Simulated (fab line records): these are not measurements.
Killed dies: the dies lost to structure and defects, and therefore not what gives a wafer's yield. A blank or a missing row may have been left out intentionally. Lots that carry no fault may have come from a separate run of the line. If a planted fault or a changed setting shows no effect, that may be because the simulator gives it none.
A struck lot beside a sound one | flow n5 finfet | 42 out of 1938 route steps
Sound: these wafers, L463.1, L463.2, L463.5. Struck: wafer L483.2. (L483.3, L483.4 of the same lot were not struck and are left out.) The cause comes at the end.
At each step with rows: each side's tool, then ch and its chambers, then its first start. Under that, the readings that differ: sound wafers | struck wafers | difference of the means | sigmas: that difference in standard deviations of wafers without a fault.
alike: a reading whose means differ by less than 2 such deviations, as well as words and numbers matching on both sides. not compared: withheld readings; readings where some wafer has no value; bounds like >300 that might hide an equal value; numbers whose values overlap and for which the record gives no deviation.
Wherever a step has rows on one side only, a row that says differs or no value, or a row with sigmas, the two part there. Numbers that have no deviation but don't overlap get no sigmas and don't part them. Lack of a reading on every wafer of one side parts them only where that side has two or more wafers.

first, 11 steps without rows for these wafers: N5_SD_EPI_N_DESCUM_14 (chemistry O2, time 7.9 s); N5_SD_EPI_N_ETCH_34 (etches SiARC in CF4, target depth 45.5 nm, time 75.8 s); N5_SD_EPI_N_ETCH_35 (etches SOC in N2/H2, overetch 108 nm, time 486 s); N5_SD_EPI_N_STRIP_36 (strips in N2/H2); N5_SD_EPI_N_ETCHBACK_44 (etches SiNx in CH3F/O2, stops on SiO2, target depth 14.5 nm); N5_SD_EPI_N_ETCH_45 (etches SiOCN in CH3F/O2, target depth 6 nm); N5_SD_EPI_N_ETCH_16 (etches SiO2 in CHF3/O2, target depth 5 nm); N5_SD_EPI_N_STRIP_47 (strips in CHF3/O2); N5_SD_EPI_N_SD_RECESS_17 (chemistry HBr/Cl2/O2, target depth 41 nm, time 23.7 s, bt time 3 s); N5_SD_EPI_N_STRIP_38 (strips in N2/H2); N5_SD_EPI_N_WET_ETCH_43 (etches SiO2 in dHF, time 14 s, target depth 1.5 nm).
N5_SD_EPI_N_STRIP_18: strips in SPM, time 750 s.
  sound on wet bench-01 ch 4,5,7, day 3 10:05; struck on wet bench-01 ch 4, day 8 09:16
  alike: bath heat duty pct
then, 8 steps without rows for these wafers: N5_SD_EPI_N_SRD_20 (time 30 s); N5_SD_EPI_N_PRECLEAN_48 (cleans in NF3:NH3, afs cycles 2, time 20 s, sublimation time 60 s); N5_SD_EPI_N_VAPOR_ETCH_50 (etches Si in HCl, time 54 s); N5_SD_EPI_N_EPI_21 (deposits Si:P, time 690 s); N5_SD_EPI_N_PRECLEAN_24 (cleans in O3/DIW, time 60 s); N5_SD_EPI_N_SRD_25 (time 30 s); N5_SD_EPI_N_PRECLEAN_49 (cleans in NF3:NH3, afs cycles 1, time 20 s, sublimation time 60 s); N5_SD_EPI_N_LINER_46 (material SiNx, target thk 3 nm).
N5_SD_EPI_N_INSPECT_26: inspects for defects (darkfield).
  sound on defect inspect-02, day 3 14:05; struck on defect inspect-01, day 8 12:38
  reading          | sound       | struck | difference | sigmas
  raw defect count | 184 147 182 | 547    | +376       | +9
then, 8 steps without rows for these wafers: N5_SD_EPI_P_COAT_34 (time 60 s, resist thk 350 nm); N5_SD_EPI_P_COAT_35 (time 60 s, resist thk 35 nm); N5_SD_EPI_P_COAT_03 (resist thk 150 nm); N5_SD_EPI_P_EBR_05; N5_SD_EPI_P_SOFTBAKE_04 (time 60 s); N5_SD_EPI_P_EXPOSE_06 (exposes mask SD P BLK, target cd 240 nm); N5_SD_EPI_P_PEB_07 (peb time 60 s); N5_SD_EPI_P_DEVELOP_08 (develop time 30 s).
N5_SD_EPI_P_INSPECT_11: inspects for defects (macro).
  sound on defect inspect-02, day 3 14:25; struck on defect inspect-02, day 8 12:58
  reading          | sound | struck | difference | sigmas
  raw defect count | 5 2 2 | >300   | differs    |
then, 8 steps without rows for these wafers: N5_SD_EPI_P_DESCUM_14 (chemistry O2, time 7.9 s); N5_SD_EPI_P_ETCH_36 (etches SiARC in CF4, target depth 45.5 nm, time 75.8 s); N5_SD_EPI_P_ETCH_37 (etches SOC in N2/H2, overetch 108 nm, time 486 s); N5_SD_EPI_P_STRIP_38 (strips in N2/H2); N5_SD_EPI_P_ETCHBACK_46 (etches SiNx in CH3F/O2, stops on SiO2, target depth 17.5 nm); N5_SD_EPI_P_ETCH_47 (etches SiOCN in CH3F/O2, target depth 25 nm); N5_SD_EPI_P_ETCH_16 (etches SiO2 in CHF3/O2, target depth 5 nm); N5_SD_EPI_P_STRIP_50 (strips in CHF3/O2).
N5_SD_EPI_P_INSPECT_26: inspects for defects (darkfield).
  sound on defect inspect-01, day 3 18:13; struck on defect inspect-02, day 8 16:43
  reading          | sound      | struck | difference | sigmas
  raw defect count | 93 128 141 | 521    | +400       | +11
N5_SD_ACTIVATION_INSPECT_02: inspects for defects (darkfield).
  sound on defect inspect-01, day 3 18:59; struck on defect inspect-01, day 8 17:30
  reading          | sound       | struck | difference | sigmas
  raw defect count | 104 136 134 | 499    | +374       | +10
-- record jumps: 5 days separate the struck wafers' starts on either side; left off in module SD_ACTIVATION, taken up again in module BEOL_M4, whose first shown step is the route's number 1111 --
N5_BEOL_M4_RC_MEAS_101:
  sound on prober-02 ch 0, day 8 15:35; struck on prober-01 ch 0, day 13 15:58
  alike: DIBL_N, DIBL_P, IOFF_N, IOFF_P, ION_N, ION_P, SS_N, SS_P, VT_N, VT_P
-- here the record skips 4 days between the struck wafers' starts before and after, leaving off in module BEOL_M4 and picking up in module PASSIVATION (first step shown: number 1936 of the route) --
N5_PASSIVATION_PROBE_49:
  only the struck wafers here have rows in the record (prober-01, day 17 23:17); the sound ones have none

## WHERE THEY PART
Earliest at N5_SD_EPI_N_INSPECT_26; latest, in this record, at N5_PASSIVATION_PROBE_49.

WHY: whatever the simulator had introduced
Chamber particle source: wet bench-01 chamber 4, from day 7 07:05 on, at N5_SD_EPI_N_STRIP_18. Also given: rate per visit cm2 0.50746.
